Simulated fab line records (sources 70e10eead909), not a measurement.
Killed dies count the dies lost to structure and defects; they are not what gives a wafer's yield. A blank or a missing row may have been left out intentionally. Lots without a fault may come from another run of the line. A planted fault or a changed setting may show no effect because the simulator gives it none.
What tool caused it? ; flow nand harc ; Sampling: 6 lots, 18 wafers, 3 of 1159 route steps

## WHAT THE GAUGES READ, wafer by wafer
NHARC_P_M2_INSPECT_11.
lot;measured;on;raw defect count
L393;day 6 23:17;defect inspect-02;7 5 3
L396;day 7 06:23;defect inspect-02;5 2 5
L398;day 8 04:19;defect inspect-02;3 1 2
L400;day 8 08:53;defect inspect-01;4 3 2
L407;day 10 11:14;defect inspect-01;7 4 2
L411;day 11 06:25;defect inspect-02;4 7 7

## TOOL THAT RAN EACH LOT (tool first, then ch and the chambers of the sampled wafers, then the start)
lot;NHARC_P_M1_DEP_33;NHARC_P_M2_DEP_00
L393;pecvd-03 ch 0,2, day 6 21:57;pecvd-03 ch 0,2, day 6 22:18
L396;pecvd-03 ch 0,1,2, day 7 05:11;pecvd-01 ch 1,2, day 7 05:36
L398;pecvd-03 ch 1,2, day 8 02:54;pecvd-02 ch 0,1, day 8 03:23
L400;pecvd-01 ch 0,1, day 8 07:37;pecvd-01 ch 0,1, day 8 07:55
L407;pecvd-03 ch 0,2, day 10 09:52;pecvd-02 ch 0,2, day 10 10:17
L411;pecvd-02 ch 0,1,2, day 11 05:03;pecvd-02 ch 1,2, day 11 05:26
- NHARC_P_M1_DEP_33: deposits SiCN, target thk 30 nm.
- NHARC_P_M2_DEP_00: deposits SiOC, target thk 182.5 nm.

## THE ANSWER, worked out from the rows above alone
Rule: what is usual is taken from the lots themselves. Put in order of their means at a reading, lots are off if they are a third of the lots or fewer, leave a main group of 4 or more, and stand apart from it by a gap of 3 or more times the standard deviation of the main group's means; of several such gaps the widest counts. A main group whose means are all the same, to the digits that the tables above print for the reading, isn't used. A lot without any number at a reading at which 4 lots or more have one is off too. All remaining lots with rows at the step are treated as sound.
None of the lots is off at any reading shown; this tells nothing.

## WHAT WAS PUT IN BY THE SIMULATOR
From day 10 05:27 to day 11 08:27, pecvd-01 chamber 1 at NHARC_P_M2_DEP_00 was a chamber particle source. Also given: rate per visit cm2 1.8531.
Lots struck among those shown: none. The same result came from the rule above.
